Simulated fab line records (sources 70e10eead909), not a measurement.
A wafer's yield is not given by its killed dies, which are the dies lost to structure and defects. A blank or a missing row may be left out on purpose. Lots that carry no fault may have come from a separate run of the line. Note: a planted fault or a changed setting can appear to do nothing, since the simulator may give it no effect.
fab line records	flow nand_harc	part 1 of 2: steps 1 to 22 of 28
[record] lots = 5	wafers = 15	last_day = 24
route steps=1159 shown A_CONTACT@917
lots that met no fault: taken from a fault-free run of the same line
start_h: hours from the record's opening day to when the first of the lot's shown wafers began	wait_h: hours since the lot's step before	" unchanged from the row above	L1.1+2: one row covering several wafers at once	- no value present, or no start provided	* or withheld: withheld	< > ~ a bound
route shown NAME@n: NAME is a module with steps in the file, n the number in the route of the first one	usual: mean/standard deviation taken from wafers without a fault	same: alike in all rows	chamber/n: place in a boat	sites: per-site readings	_std_site: standard deviation across them	_edge_site: outer sites' mean less inner sites'	radius_mm: how far each site lies from the wafer's centre	mask NAME#n: copy n	behind: the tool/chamber that last shaped the wafer	hold: why the lot was held/for how many hours/how that ended	device: the n, p or np transistor that did not switch	end of line: tests run on the same wafers once the route is complete	a step with no rows: only its recipe	killed: the dies lost at the first sort to structure and to defects; this is not the yield of the wafer	map: the dies of a wafer, with x for killed, . for not killed, _ for no die there
set.NAME: the setting that was run; set.NAME@STEP: the one run at that earlier step	model.NAME: the simulator's own value behind a step, which no gauge read
lots at some steps of the route; a table a step, a row a wafer
services: from which hour (start_h, from the record's first day; less than 0 if before it) a tool's chamber was out of use, for how many hours, and why
[[steps]]
[step NHARC_A_CONTACT_STRIP_103]
[recipe] n2_flow_sccm = 150	h2_flow_sccm = 150	ar_flow_sccm = 0	bias_w = 0	chemistry = N2/H2
lot.wafer	tool	chamber	start_h	wait_h
L079.4+6+5	rie_diel-13	1,1,2	390.09	0.1
L083.2+3+1	rie_diel-13	1,3,0	435.07	0.1
L095.2+3+4	rie_diel-13	3,0,1	490.03	0.1
L094.4+1+5	rie_diel-06	2,1,3	495.62	0.1
L097.2+1+4	rie_diel-06	3,0,1	512.64	0.1
[step NHARC_A_CONTACT_STRIP_104]
[recipe] cf4_flow_sccm = 100	chf3_flow_sccm = 30	ar_flow_sccm = 0	bias_w = 0	chemistry = CF4/CHF3
lot.wafer	tool	chamber	start_h	wait_h
L079.4+5+6	rie_diel-13	0,3,0	390.19	0.1
L083.3+1+2	rie_diel-13	1,3,0	435.16	0.1
L095.2+3+4	rie_diel-13	3,0,2	490.12	0.1
L094.4+1+5	rie_diel-06	0,1,3	495.72	0.1
L097.2+4+1	rie_diel-06	3,0,2	512.72	0.1
[step NHARC_A_CONTACT_STRIP_105]
[recipe] o2_flow_sccm = 400	cos_flow_sccm = 20	ar_flow_sccm = 0	bias_w = 0	chemistry = O2/COS
lot.wafer	tool	chamber	start_h	wait_h
L079.4+5+6	rie_diel-13	2,1,2	390.25	0.1
L083.3+1+2	rie_diel-13	3,1,2	435.23	0.1
L095.3+4+2	rie_diel-13	1,3,0	490.18	0.1
L094.1+4+5	rie_diel-06	1,2,2	495.78	0.0
L097.2+1+4	rie_diel-06	0,1,2	512.78	0.1
[step NHARC_A_CONTACT_ETCH_106]
[recipe] target_depth_a = 600	overetch_a = 60	time_s = 33	ion_energy_ev = 100	cf4_flow_sccm = 80	o2_flow_sccm = 20	ar_flow_sccm = 0	rf_w = 300	bias_w = 100	chemistry = CF4/O2
[usual] chamber_pressure_mTorr = 30.001/0.027	drypump_motor_current_A = 5.8/0.54	o2_flow_sccm = 20.00/0.06	oes_product_au = 1.000/0.0099	rf_vpp_V = 198.0/1.5	showerhead_plenum_p_Torr = 1.35/0.059	throttle_valve_pct = 13.396/0.0099
lot.wafer	tool	chamber	start_h	wait_h	chamber_pressure_mTorr	drypump_motor_current_A	o2_flow_sccm	oes_product_au	rf_hours_counter_h	rf_vpp_V	showerhead_plenum_p_Torr	throttle_valve_pct
L079.4	rie_diel-13	1	390.32	0.1	30.020	6.2	19.91	0.992	41	195.7	1.29	13.399
L079.5	"	2	"	"	30.072	5.7	19.95	1.008	-	197.5	1.34	13.382
L079.6	"	3	"	"	29.943	6.3	19.99	1.000	-	199.0	1.38	13.395
L083.1	rie_diel-13	2	435.29	0.1	29.995	5.8	19.94	1.009	53	196.0	1.34	13.401
L083.3	"	0	"	"	30.003	5.9	20.13	1.010	57	199.1	1.43	13.379
L083.2	"	1	"	"	30.029	6.2	20.05	1.005	55	196.0	1.29	13.405
L095.2	rie_diel-13	3	490.25	0.1	29.986	6.4	20.06	0.983	11	198.0	1.37	13.396
L095.3	"	0	"	"	29.993	5.9	19.98	0.989	9	200.0	1.43	13.407
L095.4	"	1	"	"	30.030	6.2	20.06	0.979	9	197.0	1.29	13.381
L094.1	rie_diel-06	0	495.84	0.1	29.993	5.3	19.95	1.013	14	197.1	1.31	13.396
L094.4	"	2	"	"	30.004	5.0	19.99	1.004	15	198.8	1.39	13.407
L094.5	"	0	"	"	30.045	5.3	20.06	1.009	-	198.7	1.31	13.381
L097.2	rie_diel-06	3	512.85	0.1	29.986	6.6	20.04	1.004	16	198.4	1.39	13.407
L097.4	"	0	"	"	29.996	5.3	19.98	1.018	18	195.7	1.31	13.418
L097.1	"	1	"	"	30.038	5.4	20.00	0.999	18	195.9	1.24	13.396
[step NHARC_A_CONTACT_STRIP_82]
[recipe] o2_flow_sccm = 500	ar_flow_sccm = 0	bias_w = 0	chemistry = O2
[usual] chamber_pressure_mTorr = 60.01/0.057	drypump_motor_current_A = 5.8/0.54	o2_flow_sccm = 499.9/1.5	oes_product_au = 0.999/0.0074	rf_vpp_V = 57.7/0.87	showerhead_plenum_p_Torr = 3.55/0.15	throttle_valve_pct = 17.037/0.0096
lot.wafer	tool	chamber	start_h	wait_h	chamber_pressure_mTorr	drypump_motor_current_A	o2_flow_sccm	oes_product_au	rf_hours_counter_h	rf_vpp_V	showerhead_plenum_p_Torr	throttle_valve_pct
L079.4	rie_diel-13	1	-	-	60.09	6.3	497.9	0.993	41	58.4	3.42	17.044
L079.6	"	1	"	"	60.01	6.2	498.1	0.993	-	57.1	3.42	17.048
L079.5	"	2	"	"	60.05	5.8	503.0	1.003	-	56.2	3.54	17.034
L083.1	rie_diel-13	2	-	-	60.08	5.8	503.0	0.994	53	58.1	3.53	17.024
L083.3	"	3	"	"	60.04	6.3	499.6	0.990	58	57.2	3.62	17.034
L083.2	"	0	"	"	59.99	5.9	501.4	1.000	57	58.0	3.78	17.009
L095.2	rie_diel-13	1	-	-	60.03	6.2	498.3	0.997	9	58.4	3.41	17.042
L095.4	"	2	"	"	60.02	5.8	496.7	1.002	11	58.5	3.52	17.027
L095.3	"	3	"	"	59.90	6.3	499.2	1.001	11	57.3	3.61	17.032
L094.1	rie_diel-06	0	-	-	59.95	5.3	499.4	1.004	14	56.9	3.47	17.049
L094.4	"	1	"	"	59.98	5.5	499.3	0.991	14	56.3	3.28	17.027
L094.5	"	1	"	"	59.98	5.4	500.0	0.986	-	56.5	3.28	17.042
L097.2	rie_diel-06	2	-	-	59.94	5.0	501.2	1.007	19	58.1	3.67	17.024
L097.1	"	3	"	"	60.06	6.7	500.8	1.003	16	57.2	3.67	17.051
L097.4	"	0	"	"	60.11	5.3	501.6	0.997	18	57.9	3.47	17.047
[step NHARC_A_CONTACT_STRIP_83]
[recipe] time_s = 600	temp_c = 30	chemistry = post_etch_residue_remover
lot.wafer	tool	chamber	start_h	wait_h
L079.5+6+4	wet_bench-04	2,3,5	390.69	-
L083.3+2+1	wet_bench-04	5,0,2	435.67	-
L095.2+4+3	wet_bench-03	2,6,7	490.62	-
L094.5+4+1	wet_bench-06	0,2,3	496.22	-
L097.2+4+1	wet_bench-03	2,3,6	513.23	-
[step NHARC_A_CONTACT_DEP_84]
[recipe] target_thk_a = 20000	temp_c = 400	material = aC
[usual] throttle_valve_pct = 35.000/0.0088
lot.wafer	tool	chamber	start_h	wait_h	throttle_valve_pct
L079.4	acl_dep-02	0	391.57	-	34.993
L079.5	"	0	"	"	35.002
L079.6	"	0	"	"	35.001
L083.1	acl_dep-03	0	439.68	-	34.999
L083.2	"	0	"	"	35.002
L083.3	"	0	"	"	34.999
L095.2	acl_dep-02	0	492.38	-	34.989
L095.3	"	0	"	"	34.981
L095.4	"	0	"	"	35.002
L094.1	acl_dep-02	0	496.48	-	34.993
L094.4	"	0	"	"	34.994
L094.5	"	0	"	"	35.009
L097.1	acl_dep-02	0	513.51	-	35.006
L097.2	"	0	"	"	35.015
L097.4	"	0	"	"	34.998
[step NHARC_A_CONTACT_DEP_85]
[recipe] target_thk_a = 500	target_thk_nm = 50	temp_c = 400	pressure_torr = 3.5	flow_sccm = 200	rf_w = 350	material = SiON
[usual] heater_power_w = 745/73
lot.wafer	tool	chamber	start_h	wait_h	heater_power_w
L079.4	pecvd-04	2	392.29	0.5	612
L079.6	"	0	"	"	681
L079.5	"	1	"	"	738
L083.3	pecvd-01	0	440.96	0.7	778
L083.1	"	1	"	"	772
L083.2	"	2	"	"	780
L095.3	pecvd-01	0	493.45	0.7	710
L095.2	"	1	"	"	812
L095.4	"	0	"	"	713
L094.1	pecvd-02	1	497.81	1.1	675
L094.4	"	2	"	"	827
L094.5	"	0	"	"	824
L097.2	pecvd-01	1	514.77	0.8	711
L097.1	"	0	"	"	752
L097.4	"	2	"	"	771
[step NHARC_A_CONTACT_DEHYDRATE_00]
[recipe] temp_c = 150	time_s = 120
[usual] exhaust_pa = 45.0/0.77
lot.wafer	tool	chamber	start_h	wait_h	exhaust_pa
L079.4	litho_track-01	0	392.47	0.2	44.4
L079.5	"	0	"	"	44.6
L079.6	"	0	"	"	44.6
L083.1	litho_track-04	0	441.23	0.2	44.4
L083.2	"	0	"	"	45.2
L083.3	"	0	"	"	46.7
L095.2	litho_track-01	0	493.73	0.2	45.5
L095.3	"	0	"	"	45.6
L095.4	"	0	"	"	45.0
L094.1	litho_track-01	0	498.02	0.2	45.1
L094.4	"	0	"	"	43.7
L094.5	"	0	"	"	44.8
L097.1	litho_track-06	0	515.04	0.2	44.2
L097.2	"	0	"	"	45.2
L097.4	"	0	"	"	44.2
[step NHARC_A_CONTACT_HMDS_01]
[recipe] time_s = 30
[usual] exhaust_pa = 45.2/0.82
lot.wafer	tool	chamber	start_h	wait_h	exhaust_pa
L079.4	litho_track-01	0	-	-	45.5
L079.5	"	0	"	"	45.7
L079.6	"	0	"	"	46.3
L083.1	litho_track-04	0	-	-	45.6
L083.2	"	0	"	"	44.2
L083.3	"	0	"	"	44.5
L095.2	litho_track-01	0	-	-	43.4
L095.3	"	0	"	"	45.0
L095.4	"	0	"	"	46.4
L094.1	litho_track-01	0	-	-	45.0
L094.4	"	0	"	"	46.3
L094.5	"	0	"	"	45.6
L097.1	litho_track-06	0	-	-	44.3
L097.2	"	0	"	"	45.6
L097.4	"	0	"	"	44.1
[step NHARC_A_CONTACT_COAT_86]
[recipe] temp_c = 260	time_s = 75
[usual] exhaust_pa = 45.1/0.84
lot.wafer	tool	chamber	start_h	wait_h	exhaust_pa
L079.4	litho_track-01	0	-	-	45.4
L079.5	"	0	"	"	45.4
L079.6	"	0	"	"	45.4
L083.1	litho_track-04	0	-	-	45.0
L083.2	"	0	"	"	45.5
L083.3	"	0	"	"	44.4
L095.2	litho_track-01	0	-	-	45.4
L095.3	"	0	"	"	46.9
L095.4	"	0	"	"	46.4
L094.1	litho_track-01	0	-	-	45.9
L094.4	"	0	"	"	45.1
L094.5	"	0	"	"	44.5
L097.1	litho_track-06	0	-	-	43.1
L097.2	"	0	"	"	45.4
L097.4	"	0	"	"	43.5
[step NHARC_A_CONTACT_COAT_87]
[recipe] temp_c = 225	time_s = 65
[usual] exhaust_pa = 45.1/0.89
lot.wafer	tool	chamber	start_h	wait_h	exhaust_pa
L079.4	litho_track-01	0	-	-	44.3
L079.5	"	0	"	"	44.8
L079.6	"	0	"	"	45.8
L083.1	litho_track-04	0	-	-	44.5
L083.2	"	0	"	"	44.3
L083.3	"	0	"	"	43.9
L095.2	litho_track-01	0	-	-	43.9
L095.3	"	0	"	"	44.7
L095.4	"	0	"	"	44.8
L094.1	litho_track-01	0	-	-	45.6
L094.4	"	0	"	"	45.4
L094.5	"	0	"	"	44.4
L097.1	litho_track-06	0	-	-	45.8
L097.2	"	0	"	"	45.5
L097.4	"	0	"	"	45.0
[step NHARC_A_CONTACT_COAT_02]
[recipe] spin_rpm = 1500	resist_thk_nm = 90
[usual] exhaust_pa = 45.0/1.1
lot.wafer	tool	chamber	start_h	wait_h	exhaust_pa
L079.4	litho_track-01	0	-	-	43.7
L079.5	"	0	"	"	43.3
L079.6	"	0	"	"	45.5
L083.1	litho_track-04	0	-	-	43.2
L083.2	"	0	"	"	44.8
L083.3	"	0	"	"	42.5
L095.2	litho_track-01	0	-	-	45.9
L095.3	"	0	"	"	46.5
L095.4	"	0	"	"	45.3
L094.1	litho_track-01	0	-	-	44.9
L094.4	"	0	"	"	46.5
L094.5	"	0	"	"	47.3
L097.1	litho_track-06	0	-	-	45.0
L097.2	"	0	"	"	44.8
L097.4	"	0	"	"	45.3
[step NHARC_A_CONTACT_SOFTBAKE_03]
[recipe] temp_c = 105	time_s = 55
[usual] exhaust_pa = 44.9/0.83
lot.wafer	tool	chamber	start_h	wait_h	exhaust_pa
L079.4	litho_track-01	0	-	-	44.8
L079.5	"	0	"	"	45.3
L079.6	"	0	"	"	44.7
L083.1	litho_track-04	0	-	-	44.3
L083.2	"	0	"	"	46.8
L083.3	"	0	"	"	45.0
L095.2	litho_track-01	0	-	-	44.5
L095.3	"	0	"	"	45.8
L095.4	"	0	"	"	43.9
L094.1	litho_track-01	0	-	-	46.6
L094.4	"	0	"	"	45.1
L094.5	"	0	"	"	45.6
L097.1	litho_track-06	0	-	-	43.9
L097.2	"	0	"	"	44.7
L097.4	"	0	"	"	43.7
[step NHARC_A_CONTACT_EBR_04]
[usual] exhaust_pa = 45.0/1
lot.wafer	tool	chamber	start_h	wait_h	exhaust_pa
L079.4	litho_track-01	0	-	-	44.3
L079.5	"	0	"	"	45.3
L079.6	"	0	"	"	45.4
L083.1	litho_track-04	0	-	-	43.0
L083.2	"	0	"	"	43.6
L083.3	"	0	"	"	43.4
L095.2	litho_track-01	0	-	-	43.5
L095.3	"	0	"	"	43.3
L095.4	"	0	"	"	44.7
L094.1	litho_track-01	0	-	-	45.2
L094.4	"	0	"	"	46.1
L094.5	"	0	"	"	45.5
L097.1	litho_track-06	0	-	-	44.4
L097.2	"	0	"	"	44.4
L097.4	"	0	"	"	45.0
[step NHARC_A_CONTACT_EXPOSE_05]
[recipe] na = 1.35	sigma_outer = 0.8	dose_mj = 84.24	mask_id = A_CC
[usual] focus_offset_nm = 0.0/0.56
lot.wafer	tool	chamber	start_h	wait_h	mask	focus_offset_nm
L079.4	arfi_scanner-02	0	392.67	-	A_CC#0	1.0
L079.5	"	0	"	"	A_CC#0	0.1
L079.6	"	0	"	"	A_CC#0	0.6
L083.1	arfi_scanner-03	0	441.42	-	A_CC#0	0.2
L083.2	"	0	"	"	A_CC#0	0.0
L083.3	"	0	"	"	A_CC#0	0.6
L095.2	arfi_scanner-01	0	494.04	-	A_CC#0	0.4
L095.3	"	0	"	"	A_CC#0	0.0
L095.4	"	0	"	"	A_CC#0	0.4
L094.1	arfi_scanner-02	0	498.33	-	A_CC#0	0.2
L094.4	"	0	"	"	A_CC#0	-0.2
L094.5	"	0	"	"	A_CC#0	-0.2
L097.1	arfi_scanner-01	0	515.35	-	A_CC#0	-0.3
L097.2	"	0	"	"	A_CC#0	-1.0
L097.4	"	0	"	"	A_CC#0	-0.8
[step NHARC_A_CONTACT_PEB_06]
[recipe] peb_temp_c = 100	peb_time_s = 65
[usual] exhaust_pa = 45.0/0.89
lot.wafer	tool	chamber	start_h	wait_h	exhaust_pa
L079.4	litho_track-04	0	392.72	0.0	44.8
L079.5	"	0	"	"	45.1
L079.6	"	0	"	"	44.2
L083.1	litho_track-04	0	441.48	0.1	44.3
L083.2	"	0	"	"	44.3
L083.3	"	0	"	"	44.5
L095.2	litho_track-06	0	494.10	0.1	45.9
L095.3	"	0	"	"	45.8
L095.4	"	0	"	"	45.5
L094.1	litho_track-04	0	498.39	0.1	46.2
L094.4	"	0	"	"	45.1
L094.5	"	0	"	"	44.6
L097.1	litho_track-01	0	515.41	0.1	45.7
L097.2	"	0	"	"	46.5
L097.4	"	0	"	"	46.2
[step NHARC_A_CONTACT_DEVELOP_07]
[recipe] develop_time_s = 35	dev_temp_c = 23
[usual] exhaust_pa = 44.9/0.87
lot.wafer	tool	chamber	start_h	wait_h	exhaust_pa
L079.4	litho_track-04	0	-	-	45.3
L079.5	"	0	"	"	45.3
L079.6	"	0	"	"	45.6
L083.1	litho_track-04	0	-	-	45.0
L083.2	"	0	"	"	44.8
L083.3	"	0	"	"	44.5
L095.2	litho_track-06	0	-	-	43.8
L095.3	"	0	"	"	43.7
L095.4	"	0	"	"	44.1
L094.1	litho_track-04	0	-	-	45.6
L094.4	"	0	"	"	44.1
L094.5	"	0	"	"	45.5
L097.1	litho_track-01	0	-	-	44.1
L097.2	"	0	"	"	43.9
L097.4	"	0	"	"	43.9
[step NHARC_A_CONTACT_CD_MEAS_08]
[recipe] target_cd_nm = 100	landing_energy_ev = 500
[usual] cd_nm = 100.0/0.47
lot.wafer	tool	chamber	start_h	wait_h	cd_nm
L079.4	cd_sem-01	0	392.81	-	100.2
L079.5	"	0	"	"	99.7
L079.6	"	0	"	"	100.1
L083.1	cd_sem-01	0	441.56	-	99.7
L083.2	"	0	"	"	100.1
L083.3	"	0	"	"	99.7
L095.2	cd_sem-02	0	494.18	-	99.9
L095.3	"	0	"	"	100.6
L095.4	"	0	"	"	100.5
L094.1	cd_sem-03	0	498.47	-	100.1
L094.4	"	0	"	"	100.0
L094.5	"	0	"	"	99.8
L097.1	cd_sem-03	0	515.49	-	99.8
L097.2	"	0	"	"	100.9
L097.4	"	0	"	"	100.0
[step NHARC_A_CONTACT_OVL_MEAS_09]
[usual] overlay_x_nm = 0.2/0.83	overlay_y_nm = 0.2/0.9
lot.wafer	tool	chamber	start_h	wait_h	overlay_x_nm	overlay_y_nm
L079.4	overlay-02	-	392.89	-	0.8	0.3
L079.5	"	-	"	"	1.5	0.3
L079.6	"	-	"	"	0.9	0.3
L083.1	overlay-02	-	441.64	-	1.5	1.5
L083.2	"	-	"	"	1.2	0.9
L083.3	"	-	"	"	0.8	0.7
L095.2	overlay-02	-	494.26	-	1.2	1.0
L095.3	"	-	"	"	1.5	0.8
L095.4	"	-	"	"	1.3	1.5
L094.1	overlay-01	-	498.56	-	-0.3	0.1
L094.4	"	-	"	"	-0.9	0.1
L094.5	"	-	"	"	-0.4	0.1
L097.1	overlay-01	-	515.58	-	-0.3	0.3
L097.2	"	-	"	"	0.0	-0.7
L097.4	"	-	"	"	-0.2	0.2
[step NHARC_A_CONTACT_INSPECT_10]
[usual] raw_defect_count = 32/14
lot.wafer	tool	chamber	start_h	wait_h	raw_defect_count
L079.4	defect_inspect-01	-	392.92	0.0	10
L079.5	"	-	"	"	13
L079.6	"	-	"	"	16
L083.1	defect_inspect-02	-	441.68	0.0	33
L083.2	"	-	"	"	31
L083.3	"	-	"	"	38
L095.2	defect_inspect-02	-	494.30	0.0	70
L095.3	"	-	"	"	50
L095.4	"	-	"	"	57
L094.1	defect_inspect-02	-	498.60	0.0	41
L094.4	"	-	"	"	40
L094.5	"	-	"	"	42
L097.1	defect_inspect-02	-	515.62	0.0	15
L097.2	"	-	"	"	15
L097.4	"	-	"	"	16
[step NHARC_A_CONTACT_DESCUM_13]
[recipe] time_s = 3	o2_flow_sccm = 200	ar_flow_sccm = 0	bias_power_w = 0	chemistry = O2
[usual] chamber_pressure_mTorr = 60.00/0.055	drypump_motor_current_A = 5.7/0.55	o2_flow_sccm = 199.9/0.6	oes_product_au = 0.999/0.0076	rf_vpp_V = 57.8/0.85	showerhead_plenum_p_Torr = 1.93/0.087	throttle_valve_pct = 11.311/0.0083
lot.wafer	tool	chamber	start_h	wait_h	chamber_pressure_mTorr	drypump_motor_current_A	o2_flow_sccm	oes_product_au	rf_hours_counter_h	rf_vpp_V	showerhead_plenum_p_Torr	throttle_valve_pct
L079.4	rie_diel-06	1	393.01	0.1	60.01	5.5	199.9	0.987	29	59.2	1.78	11.302
L079.6	"	2	"	"	59.99	5.0	200.6	0.997	-	57.3	2.00	11.308
L079.5	"	3	"	"	60.02	6.6	200.1	0.999	-	58.7	2.00	11.318
L083.1	rie_diel-06	3	441.74	0.1	59.99	6.6	200.0	1.002	3	58.4	2.00	11.310
L083.3	"	0	"	"	59.96	5.3	200.0	0.996	3	58.4	1.88	11.317
L083.2	"	2	"	"	60.01	5.0	200.1	0.998	2	58.1	2.00	11.303
L095.2	rie_diel-06	0	494.36	0.1	59.89	5.3	201.5	1.014	14	58.3	1.88	11.297
L095.4	"	1	"	"	60.07	5.4	200.5	1.008	14	57.2	1.77	11.307
L095.3	"	2	"	"	59.99	5.0	200.8	0.998	14	57.2	2.00	11.304
L094.4	rie_diel-06	2	498.67	0.1	60.04	5.1	199.7	1.006	16	58.6	2.00	11.328
L094.1	"	3	"	"	60.08	6.7	200.1	1.002	13	56.9	2.00	11.311
L094.5	"	1	"	"	60.00	5.5	199.1	1.005	-	57.2	1.77	11.310
L097.4	rie_diel-06	3	515.68	0.1	60.02	6.6	199.8	0.992	16	57.3	2.00	11.324
L097.2	"	1	"	"	60.06	5.4	200.1	0.994	18	57.3	1.77	11.305
L097.1	"	2	"	"	60.04	5.0	199.8	1.011	19	58.5	2.00	11.308
